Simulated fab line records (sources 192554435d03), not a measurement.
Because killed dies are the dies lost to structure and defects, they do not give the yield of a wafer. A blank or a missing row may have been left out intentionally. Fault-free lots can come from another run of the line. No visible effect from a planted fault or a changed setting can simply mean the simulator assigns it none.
What tool caused it? ; flow n5-finfet ; 14 lots with 41 wafers sampled at 7 steps, on a route of 1938 steps

WHAT THE GAUGES SHOWED, per wafer
N5_SD_EPI_P_EPI_MEAS_23. Usual: thk-nm 61.0 nm, standard deviation 1.2.
lot;measured;on;thk-nm (nm);flag
L210;day 3 08:46;film-metro-01;61.4 60.6 63.3;
L211;day 3 18:09;film-metro-01;59.8 59.2 60.8;
L212;day 4 01:21;film-metro-01;60.0 60.9 61.2;
L215;day 4 15:28;film-metro-01;72.4 75.3 74.6;OFF
L217;day 5 09:17;film-metro-02;76.4 77.0 76.7;OFF
L224;day 7 02:53;film-metro-01;61.8 63.0 61.0;
L225;day 7 06:53;film-metro-02;60.7 62.0 60.7;
L227;day 7 16:16;film-metro-01;60.0 61.7 60.5;
L228;day 8 01:13;film-metro-02;62.5 61.9 61.7;
L229;day 8 05:25;film-metro-01;60.1 60.2 59.4;
L230;day 8 10:03;film-metro-01;62.8 62.8 61.1;
L231;day 8 18:33;film-metro-01;59.7 62.1 60.4;
L232;day 8 22:31;film-metro-01;63.5 62.8 62.0;
L233;day 9 08:16;film-metro-02;61.6 62.5;

N5_SD_ACTIVATION_RS_MEAS_03: measurement is done with a four-point probe. Usual: RS_SD_N 21.85 ohm/sq, standard deviation 0.28; RS_SD_P 56.2 ohm/sq, standard deviation 0.86.
lot;measured;on;RS_SD_N (ohm/sq);RS_SD_P (ohm/sq);flag
L210;day 3 09:24;film-metro-01;21.98 21.52 21.84;56.3 56.1 55.7;
L211;day 3 18:49;film-metro-01;21.49 21.53 21.38;56.5 57.6 56.6;
L212;day 4 01:57;film-metro-01;21.95 21.61 21.83;55.8 55.6 55.1;
L215;day 4 16:04;film-metro-02;21.42 21.80 21.57;46.1 45.2 45.6;OFF
L217;day 5 10:01;film-metro-01;22.24 22.35 22.78;45.1 45.0 45.2;OFF
L224;day 7 03:34;film-metro-01;21.78 21.63 21.98;56.4 56.5 56.0;
L225;day 7 07:30;film-metro-01;22.51 22.02 21.85;54.9 54.9 55.2;
L227;day 7 16:53;film-metro-01;21.87 21.52 21.74;56.2 55.4 56.1;
L228;day 8 01:53;film-metro-02;21.93 22.22 22.10;54.9 55.3 55.3;
L229;day 8 06:17;film-metro-01;21.75 22.28 21.76;56.8 57.7 57.6;
L230;day 8 10:43;film-metro-01;21.98 21.61 21.86;54.7 54.6 54.7;
L231;day 8 19:23;film-metro-02;22.12 22.18 22.14;56.3 55.8 55.5;
L232;day 8 23:10;film-metro-01;21.36 21.72 21.64;55.9 56.1 55.6;
L233;day 9 08:54;film-metro-02;21.58 22.07;56.0 56.7;

N5_BEOL_M4_RC_MEAS_101. Usual: DIBL_N 36.0 mV/V, standard deviation 2.5; DIBL_P 36.2 mV/V, standard deviation 3; IOFF_N 0.16 nA/um, standard deviation 0.044; IOFF_P 0.21 nA/um, standard deviation 0.049; ION_N 671 uA/um, standard deviation 15; ION_P 461 uA/um, standard deviation 8.7; RS_SD_P 65.9 ohm/sq, standard deviation 1; SS_N 71.5 mV/dec, standard deviation 0.72; SS_P 73.4 mV/dec, standard deviation 0.9; VT_N 251 mV, standard deviation 4.4; VT_P -250 mV, standard deviation 4.
lot;measured;on;DIBL_N (mV/V);DIBL_P (mV/V);IOFF_N (nA/um);IOFF_P (nA/um);ION_N (uA/um);ION_P (uA/um);RS_SD_P (ohm/sq);SS_N (mV/dec);SS_P (mV/dec);VT_N (mV);VT_P (mV);flag
L210;day 8 12:22;prober-01;34.7 36.7 33.9;33.8 36.3 32.7;0.13 0.16 0.12;0.20 0.24 0.19;653 672 667;456 469 468;66.2 66.8 65.6;71.5 71.4 71.0;72.0 73.8 72.1;255 249 252;-250 -243 -246;
L211;day 8 21:15;prober-02;34.6 33.6 33.5;36.4 35.3 35.5;0.13 0.13 0.13;0.19 0.17 0.18;652 660 652;449 452 447;66.3 68.2 67.3;71.9 71.7 72.0;73.2 73.2 73.0;254 253 254;-252 -253 -255;
L212;day 8 21:51;prober-01;39.1 36.2 35.8;39.3 36.5 34.4;0.23 0.17 0.16;0.27 0.23 0.20;683 688 659;463 468 451;64.9 65.3 65.5;73.2 71.3 71.9;74.2 73.4 73.2;247 248 249;-246 -248 -248;
L215;day 9 23:16;prober-02;41.4 38.8 39.2;41.8 39.1 39.6;0.26 0.19 0.20;0.33 0.27 0.27;697 673 690;476 466 477;53.8 53.4 54.0;72.5 73.0 72.9;75.0 74.2 75.1;245 247 248;-242 -245 -247;OFF
L217;day 10 07:52;prober-02;37.0 36.0 39.7;36.6 35.6 40.1;0.16 0.14 0.21;0.22 0.21 0.28;669 663 700;466 468 482;53.7 53.5 53.1;72.0 71.0 72.0;73.2 72.6 74.0;254 255 246;-248 -247 -245;OFF
L224;day 12 12:41;prober-01;34.6 38.4 39.2;35.0 39.2 41.3;0.12 0.19 0.21;0.17 0.25 0.28;659 686 685;452 464 466;65.0 66.0 64.7;70.8 71.7 72.1;72.6 74.5 73.9;257 248 247;-250 -249 -249;
L225;day 12 11:42;prober-02;34.1 37.7 34.2;35.5 38.3 35.0;0.13 0.21 0.14;0.21 0.25 0.20;669 676 667;466 466 466;64.2 64.5 64.8;71.0 72.5 71.3;73.4 74.1 73.2;251 247 249;-248 -247 -252;
L227;day 13 13:41;prober-02;36.5 40.5 36.9;36.2 40.6 37.0;0.14 0.22 0.14;0.20 0.27 0.22;670 674 665;456 460 464;66.1 65.0 65.6;71.0 72.4 71.9;73.2 74.5 74.0;250 246 253;-254 -248 -250;
L228;day 12 21:49;prober-01;35.9 34.4 36.0;37.7 35.8 37.3;0.18 0.14 0.18;0.26 0.22 0.24;676 655 677;469 460 469;64.2 63.9 64.2;71.0 70.9 72.3;73.7 73.8 73.8;248 255 248;-244 -248 -247;
L229;day 12 22:44;prober-01;33.0 32.5 35.2;31.1 31.6 35.9;0.10 0.10 0.14;0.15 0.15 0.21;653 643 668;454 447 456;65.9 67.5 67.9;71.0 70.5 71.3;71.9 72.3 73.8;258 259 250;-255 -253 -251;
L230;day 13 18:57;prober-02;36.2 33.7 39.4;37.6 33.4 39.8;0.16 0.11 0.22;0.25 0.17 0.28;674 657 694;477 453 471;64.3 63.9 64.7;71.6 71.6 73.2;73.7 72.2 73.9;250 256 243;-247 -254 -246;
L231;day 13 21:25;prober-01;36.4 39.7 34.3;36.3 40.5 32.5;0.17 0.26 0.13;0.25 0.34 0.18;678 698 672;473 475 460;66.5 64.9 65.4;72.1 72.2 70.5;73.6 74.3 72.5;251 242 251;-248 -244 -249;
L232;day 13 20:39;prober-01;40.1 36.2 37.9;40.6 35.1 37.6;0.25 0.13 0.19;0.31 0.19 0.25;689 651 675;470 453 463;65.1 65.4 65.4;73.0 71.1 71.8;74.3 73.0 73.6;245 255 246;-242 -252 -246;
L233;day 14 06:51;prober-02;37.1 34.0;38.2 34.5;0.17 0.12;0.21 0.16;685 675;470 460;65.1 65.0;71.1 70.8;74.5 73.5;253 252;-253 -258;

EACH LOT AND THE TOOL THAT RAN IT (in order: tool; ch and the chambers of the sampled wafers; start)
lot;N5_SD_EPI_N_SD_RECESS_17;N5_SD_EPI_P_ETCH_36;N5_SD_EPI_P_ETCH_16;N5_SD_EPI_P_EPI_21
L210;rie-si-06 ch 0,2,3, day 3 00:22;rie-diel-03 ch 0,1,3, day 3 04:25;rie-diel-03 ch 0,1,3, day 3 04:59;epi-rpcvd-02 ch 0, day 3 06:48
L211;rie-si-06 ch 1,3, day 3 10:07;rie-diel-06 ch 1,2, day 3 13:48;rie-diel-06 ch 1,2, day 3 14:23;epi-rpcvd-04 ch 0, day 3 15:14
L212;rie-si-05 ch 0,1,3, day 3 17:26;rie-diel-03 ch 0,1,3, day 3 21:50;rie-diel-03 ch 0,1,3, day 3 22:25;epi-rpcvd-03 ch 0, day 3 23:09
L215;rie-si-01 ch 0,3, day 4 06:34;rie-diel-04 ch 0,1, day 4 11:06;rie-diel-04 ch 0,1, day 4 11:41;epi-rpcvd-02 ch 0, day 4 12:33
L217;rie-si-01 ch 2,3, day 5 00:14;rie-diel-06 ch 2,3, day 5 04:55;rie-diel-06 ch 2,3, day 5 05:29;epi-rpcvd-02 ch 0, day 5 07:18
L224;rie-si-06 ch 1,2,3, day 6 18:27;rie-diel-06 ch 0,1,2, day 6 23:22;rie-diel-06 ch 0,1,2, day 6 23:56;epi-rpcvd-03 ch 0, day 7 00:40
L225;rie-si-05 ch 1,2, day 6 22:07;rie-diel-03 ch 0,2,3, day 7 02:32;rie-diel-03 ch 0,2,3, day 7 03:07;epi-rpcvd-04 ch 0, day 7 03:58
L227;rie-si-06 ch 0,1,2, day 7 08:01;rie-diel-03 ch 0,1,2, day 7 12:46;rie-diel-03 ch 0,1,2, day 7 13:21;epi-rpcvd-03 ch 0, day 7 14:05
L228;rie-si-01 ch 0,1,3, day 7 14:34;rie-diel-03 ch 0,1,3, day 7 19:44;rie-diel-03 ch 0,1,3, day 7 20:19;epi-rpcvd-04 ch 0, day 7 21:20
L229;rie-si-01 ch 0,2,3, day 7 21:22;rie-diel-04 ch 0,2,3, day 8 01:54;rie-diel-04 ch 0,2,3, day 8 02:29;epi-rpcvd-03 ch 0, day 8 03:13
L230;rie-si-01 ch 0,1,3, day 8 01:55;rie-diel-03 ch 0,3, day 8 05:42;rie-diel-03 ch 0,3, day 8 06:17;epi-rpcvd-04 ch 0, day 8 08:05
L231;rie-si-06 ch 0,1,2, day 8 09:03;rie-diel-03 ch 0,1, day 8 13:05;rie-diel-03 ch 0,1, day 8 13:40;epi-rpcvd-04 ch 0, day 8 15:19
L232;rie-si-05 ch 0,1, day 8 14:50;rie-diel-04 ch 2,3, day 8 19:01;rie-diel-04 ch 2,3, day 8 19:35;epi-rpcvd-02 ch 0, day 8 21:02
L233;rie-si-06 ch 2, day 8 20:58;rie-diel-06 ch 0,1, day 9 02:47;rie-diel-06 ch 0,1, day 9 03:22;epi-rpcvd-04 ch 0, day 9 05:01
- N5_SD_EPI_N_SD_RECESS_17: chemistry HBr/Cl2/O2, target depth 41 nm, time 23.7 s, bt time 3 s.
- N5_SD_EPI_P_ETCH_36: etches SiARC in CF4, target depth 45.5 nm, time 75.8 s.
- N5_SD_EPI_P_ETCH_16: etches SiO2 in CHF3/O2, target depth 5 nm.
- N5_SD_EPI_P_EPI_21: deposits SiGe:B, time 355 s.

WHAT THE TOOLS THEMSELVES READ (means of the sampled wafers that have a number; where no wafer has one, the mark that the record gives instead)
N5_SD_EPI_N_SD_RECESS_17. Usual: drypump-motor-current-A 5.5 A, standard deviation 0.5; mfc-cl2-sccm 80.03 sccm, standard deviation 0.21; oes-product-au 0.998 a.u., standard deviation 0.011; throttle-valve-pct 37.2 %, standard deviation 0.3.
lot;tool;drypump-motor-current-A (A);mfc-cl2-sccm (sccm);oes-product-au (a.u.);throttle-valve-pct (%);flag
L210;rie-si-06;5.5;80.02;0.995;37.0;
L211;rie-si-06;5.7;79.87;0.998;37.0;
L212;rie-si-05;5.3;80.14;1.008;37.3;
L215;rie-si-01;5.9;80.41;0.992;37.4;
L217;rie-si-01;5.6;79.77;0.988;37.5;
L224;rie-si-06;5.3;80.20;0.996;37.1;
L225;rie-si-05;5.6;80.00;1.004;37.4;
L227;rie-si-06;5.9;79.94;1.003;37.1;
L228;rie-si-01;5.8;80.06;1.002;37.2;
L229;rie-si-01;5.6;79.96;0.991;37.2;
L230;rie-si-01;5.9;80.00;1.001;37.2;
L231;rie-si-06;5.9;79.97;0.999;37.0;
L232;rie-si-05;5.2;79.86;1.005;37.5;
L233;rie-si-06;5.0;80.02;1.006;37.2;

N5_SD_EPI_P_ETCH_36. Usual: drypump-motor-current-A 5.6 A, standard deviation 0.45; etch-rf-on-time-s 76.7 s, standard deviation 2.8; oes-product-au 0.67 a.u., standard deviation 0.084; rf-vpp-V 184.0 V, standard deviation 1.2; showerhead-plenum-p-Torr 2.14 Torr, standard deviation 0.058; throttle-valve-pct 15.68 %, standard deviation 0.16.
lot;tool;drypump-motor-current-A (A);etch-rf-on-time-s (s);oes-product-au (a.u.);rf-vpp-V (V);showerhead-plenum-p-Torr (Torr);throttle-valve-pct (%);flag
L210;rie-diel-03;5.6;76.1;0.69;184.2;2.12;15.77;
L211;rie-diel-06;5.8;76.2;0.64;183.7;2.13;15.75;
L212;rie-diel-03;5.6;77.7;0.68;183.3;2.12;15.78;
L215;rie-diel-04;5.5;74.4;0.63;183.4;2.13;15.64;
L217;rie-diel-06;6.1;75.9;0.73;185.2;2.17;15.52;
L224;rie-diel-06;5.6;77.3;0.65;183.7;2.11;15.69;
L225;rie-diel-03;5.6;77.6;0.65;184.0;2.15;15.72;
L227;rie-diel-03;5.3;78.9;0.65;184.8;2.18;15.67;
L228;rie-diel-03;5.6;76.6;0.72;183.9;2.20;15.68;
L229;rie-diel-04;5.6;75.1;0.66;183.3;2.08;15.78;
L230;rie-diel-03;5.5;76.6;0.66;184.2;2.16;15.78;
L231;rie-diel-03;5.2;78.6;0.65;183.8;2.19;15.73;
L232;rie-diel-04;5.3;76.5;0.69;182.5;2.07;15.67;
L233;rie-diel-06;5.5;78.4;0.66;184.4;2.11;15.65;

N5_SD_EPI_P_ETCH_16. Usual: drypump-motor-current-A 5.6 A, standard deviation 0.45; oes-product-au 0.79 a.u., standard deviation 0.1; rf-vpp-V 534 V, standard deviation 24; showerhead-plenum-p-Torr 2.41 Torr, standard deviation 0.071; throttle-valve-pct 18.98 %, standard deviation 0.17.
lot;tool;drypump-motor-current-A (A);oes-product-au (a.u.);rf-vpp-V (V);showerhead-plenum-p-Torr (Torr);throttle-valve-pct (%);flag
L210;rie-diel-03;5.6;0.81;546;2.40;19.12;
L211;rie-diel-06;5.8;0.76;547;2.39;18.96;
L212;rie-diel-03;5.6;0.80;547;2.40;19.14;
L215;rie-diel-04;5.5;0.74;508;2.40;18.90;
L217;rie-diel-06;6.1;0.85;526;2.45;18.85;
L224;rie-diel-06;5.6;0.76;532;2.36;18.88;
L225;rie-diel-03;5.6;0.77;538;2.42;19.03;
L227;rie-diel-03;5.3;0.77;552;2.45;18.98;
L228;rie-diel-03;5.6;0.85;548;2.49;19.05;
L229;rie-diel-04;5.6;0.76;504;2.34;19.06;
L230;rie-diel-03;5.5;0.79;548;2.43;19.10;
L231;rie-diel-03;5.2;0.78;565;2.46;19.06;
L232;rie-diel-04;5.4;0.81;505;2.32;18.96;
L233;rie-diel-06;5.5;0.78;542;2.35;18.83;

N5_SD_EPI_P_EPI_21. Usual: susceptor-temp-C 549.98 C, standard deviation 0.25.
lot;tool;susceptor-temp-C (C);flag
L210;epi-rpcvd-02;549.73;
L211;epi-rpcvd-04;550.32;
L212;epi-rpcvd-03;550.05;
L215;epi-rpcvd-02;550.09;
L217;epi-rpcvd-02;550.12;
L224;epi-rpcvd-03;549.87;
L225;epi-rpcvd-04;549.77;
L227;epi-rpcvd-03;550.15;
L228;epi-rpcvd-04;550.17;
L229;epi-rpcvd-03;549.96;
L230;epi-rpcvd-04;549.66;
L231;epi-rpcvd-04;549.76;
L232;epi-rpcvd-02;549.77;
L233;epi-rpcvd-04;550.04;

THE ANSWER, worked out from the rows above alone
Rule: take the mean of a lot's wafers that have a number; if it is more than 3 standard deviations from the usual mean, the lot is off. Also off: a lot with no number at a reading for which 4 or more lots have one. Where the step has rows for the other lots, those lots are counted as sound. Order of review: gauges by route order, followed by the tools' own readings, for which a lot's mean as printed above is used. The first step at which some lot is off is used, and at that step the reading that is off furthest; a lot without a number counts as furthest.
Off at N5_SD_EPI_P_EPI_MEAS_23 (thk-nm): L215, L217.
A tool fits if, at a process step before that reading, it ran every lot that is off, and no sound lot after the first of them. Not tried: the gauges at N5_SD_EPI_P_EPI_MEAS_23; whatever is off there is also off at N5_BEOL_M4_RC_MEAS_101, on other tools, and gauge error can't account for it. No candidate that was tried fits.

WHAT THE SIMULATOR PUT IN
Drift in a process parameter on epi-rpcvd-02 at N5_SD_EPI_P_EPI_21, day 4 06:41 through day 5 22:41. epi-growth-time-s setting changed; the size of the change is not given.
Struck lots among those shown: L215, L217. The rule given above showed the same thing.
